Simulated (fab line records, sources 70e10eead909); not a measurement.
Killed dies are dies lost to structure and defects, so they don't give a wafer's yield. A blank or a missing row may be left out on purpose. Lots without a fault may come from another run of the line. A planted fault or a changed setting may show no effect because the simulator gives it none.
One fault seen from 2 desks | flow nand_harc | each desk has only its own numbers; what lay behind them comes last

THE METROLOGY DESK
What the gauges read, lot by lot, whatever tool the lot ran on: means of the sampled wafers that have a number. A lot is out of limits, marked OUT, if its mean lies more than 4 standard deviations from the usual mean; the brackets give that distance.
Columns: A = cd_nm at NHARC_A_CHANNEL_HOLE_D1_CD_MEAS_10, usual 99.9 nm; B = overlay_x_nm at NHARC_A_CHANNEL_HOLE_D1_OVL_MEAS_11, usual 0.3 nm; C = overlay_y_nm at NHARC_A_CHANNEL_HOLE_D1_OVL_MEAS_11, usual 0.0 nm; D = cd_nm at NHARC_A_CHANNEL_HOLE_D1_CD_MEAS_30, usual 89.7 nm
lot  | first seen here | A                | B    | C    | D
L683 | day 8 14:38     | 100.3            | 0.2  | 0.5  | 90.9
L684 | day 9 03:44     | 99.2             | 1.3  | 0.7  | 89.9
L685 | day 9 20:05     | 99.8             | 0.6  | 0.7  | 88.3
L689 | day 11 22:51    | 104.3 (+9.9) OUT | 1.8  | 0.3  | 93.3
L693 | day 13 02:19    | 106.2 (+14) OUT  | -0.7 | -1.2 | 95.7 (+6.7) OUT
L699 | day 15 16:56    | 99.6             | -1.0 | -0.3 | 89.6
L700 | day 16 04:08    | 99.5             | -0.4 | 0.0  | 90.8
L701 | day 16 21:39    | 99.5             | 0.6  | -0.5 | 89.2
L705 | day 18 00:32    | 100.5            | 1.9  | -0.1 | 90.4
L704 | day 18 00:49    | 99.8             | -0.4 | -0.4 | 89.5
This desk's finding: out of limits on L689, L693; first on L689, day 11 22:51 (cd_nm at NHARC_A_CHANNEL_HOLE_D1_CD_MEAS_10). In limits: L683, L684, L685, L699, L700, L701, L705, L704.

THE TOOL OWNER'S DESK: litho_track-04
The tool's own readings at NHARC_A_CHANNEL_HOLE_D1_PEB_08 (peb time 65 s): means of the sampled wafers that have a number, for each lot that ran on this tool. A lot is out of limits, marked OUT, if its mean lies more than 4 standard deviations from the usual mean; the brackets give that distance.
Columns: A = heater_power_total_W at NHARC_A_CHANNEL_HOLE_D1_PEB_08, usual 156.5 W; B = plate_temp_C at NHARC_A_CHANNEL_HOLE_D1_PEB_08, usual 100.00 C
lot  | first seen here | A     | B
L683 | day 8 14:33     | 156.4 | 100.05
L689 | day 11 22:46    | 156.4 | 99.81
L693 | day 13 02:14    | 156.4 | 99.87
L699 | day 15 16:51    | 156.3 | 100.12
L705 | day 18 00:28    | 156.8 | 100.01
This desk's finding: nothing out of limits on any of the 5 lots.

PUT TOGETHER
The metrology desk could have raised an alarm at day 11 22:51, on L689, L693.
The tool owner's desk saw nothing out of limits.
The tool owner's desk has L689, L693 on record, within its limits.
Of the lots named, all ran NHARC_A_CHANNEL_HOLE_D1_PEB_08 on litho_track-04.

WHAT THE SIMULATOR HAD PUT IN
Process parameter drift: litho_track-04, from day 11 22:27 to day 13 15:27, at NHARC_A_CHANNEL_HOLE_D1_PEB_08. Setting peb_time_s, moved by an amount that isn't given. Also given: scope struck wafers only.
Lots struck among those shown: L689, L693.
Hours from the fault's start to each desk's first reading out of limits: the metrology desk, 0.
